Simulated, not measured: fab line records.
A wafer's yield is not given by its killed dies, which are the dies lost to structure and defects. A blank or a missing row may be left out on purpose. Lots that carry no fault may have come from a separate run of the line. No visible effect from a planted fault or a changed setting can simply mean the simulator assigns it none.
Chamber matching | flow n5-finfet | N5_BEOL_M7_STRIP_36 on rie-diel-01: 4 sister chambers
The step strips in N2/H2. 8 wafers are shown with their chamber, then 10 later ones without.

## WAFERS WITH THEIR CHAMBER
wafer  | chamber | drypump-motor-current-A (A) | showerhead-plenum-p-Torr (Torr)
L074.5 | 3       | 6.4                         | 2.49
L089.4 | 2       | 5.5                         | 2.57
L089.5 | 0       | 5.1                         | 2.62
L093.2 | 2       | 5.4                         | 2.57
L093.4 | 1       | 5.7                         | 2.48
L093.5 | 0       | 5.2                         | 2.62
L095.1 | 3       | 6.4                         | 2.48
L095.3 | 1       | 5.6                         | 2.48

## WAFERS WHOSE CHAMBER IS MISSING
wafer  | drypump-motor-current-A (A) | showerhead-plenum-p-Torr (Torr)
L095.4 | 5.1                         | 2.62
L094.1 | 6.3                         | 2.48
L094.4 | 5.4                         | 2.57
L094.6 | 5.4                         | 2.57
L096.1 | 6.4                         | 2.48
L096.3 | 5.1                         | 2.61
L096.4 | 5.6                         | 2.48
L097.2 | 5.6                         | 2.48
L097.5 | 6.3                         | 2.48
L097.6 | 5.7                         | 2.48

## CHAMBER TAKEN BY EACH
wafer  | from the rows above | in truth
L095.4 | 0                   | 0
L094.1 | 3                   | 3
L094.4 | 2                   | 2
L094.6 | 2                   | 2
L096.1 | 3                   | 3
L096.3 | 0                   | 0
L096.4 | 1                   | 1
L097.2 | 1                   | 1
L097.5 | 3                   | 3
L097.6 | 1                   | 1
10 of 10 placed correctly. Can't be placed from these rows: 0. Wrongly placed: 0.
How it was worked out, from the rows above alone: a wafer's distance from a chamber is the root of the sum, over the readings, of the square of ((its reading less the chamber's mean) divided by the reading's scatter). If the next closest chamber is less than 2 further off than the closest, the wafer can't be placed; otherwise it belongs to the closest. Each chamber's mean is taken over the wafers shown for it. The scatter: the root of (the sum of the squares of (reading less its chamber's mean) over the shown wafers, divided by (wafers less chambers)).
